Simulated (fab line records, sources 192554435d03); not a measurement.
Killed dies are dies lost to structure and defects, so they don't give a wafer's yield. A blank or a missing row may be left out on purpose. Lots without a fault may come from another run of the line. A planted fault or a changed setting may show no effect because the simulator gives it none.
Chamber matching | flow n5_finfet | N5_BEOL_M3_STRIP_19 on rie_diel-05: 4 sister chambers
The step strips in O2. 8 wafers are shown with their chamber, then 9 later ones without.

WAFERS WITH THEIR CHAMBER
wafer  | chamber | drypump_motor_current_A (A) | showerhead_plenum_p_Torr (Torr)
L081.5 | 0       | 4.7                         | 2.18
L086.2 | 2       | 5.5                         | 2.03
L085.1 | 1       | 5.8                         | 2.23
L085.3 | 2       | 5.5                         | 2.03
L085.6 | 1       | 5.9                         | 2.23
L092.1 | 0       | 4.7                         | 2.17
L092.3 | 3       | 5.0                         | 2.02
L092.6 | 3       | 5.0                         | 2.02

WAFERS WITHOUT THEIR CHAMBER
wafer  | drypump_motor_current_A (A) | showerhead_plenum_p_Torr (Torr)
L094.2 | 5.0                         | 2.02
L094.3 | 5.9                         | 2.22
L094.6 | 5.0                         | 2.02
L095.1 | 4.7                         | 2.17
L095.2 | 5.0                         | 2.02
L095.3 | 5.5                         | 2.03
L096.1 | 5.5                         | 2.02
L096.2 | 4.7                         | 2.17
L096.4 | 5.9                         | 2.22

WHICH CHAMBER EACH WENT THROUGH
wafer  | from the rows above | in truth
L094.2 | 3                   | 3
L094.3 | 1                   | 1
L094.6 | 3                   | 3
L095.1 | 0                   | 0
L095.2 | 3                   | 3
L095.3 | 2                   | 2
L096.1 | 2                   | 2
L096.2 | 0                   | 0
L096.4 | 1                   | 1
Placed correctly: 9 of 9. Can't be placed from these rows: 0. Placed wrongly: 0.
How it was worked out, from the rows above alone: a wafer's distance from a chamber is the root of the sum, over the readings, of the square of ((its reading less the chamber's mean) divided by the reading's scatter). The wafer belongs to the nearest chamber; if the next one is less than 2 further off, it can't be placed. A chamber's mean is the mean of its shown wafers. The scatter: the root of (the sum of the squares of (reading less its chamber's mean) over the shown wafers, divided by (wafers less chambers)).
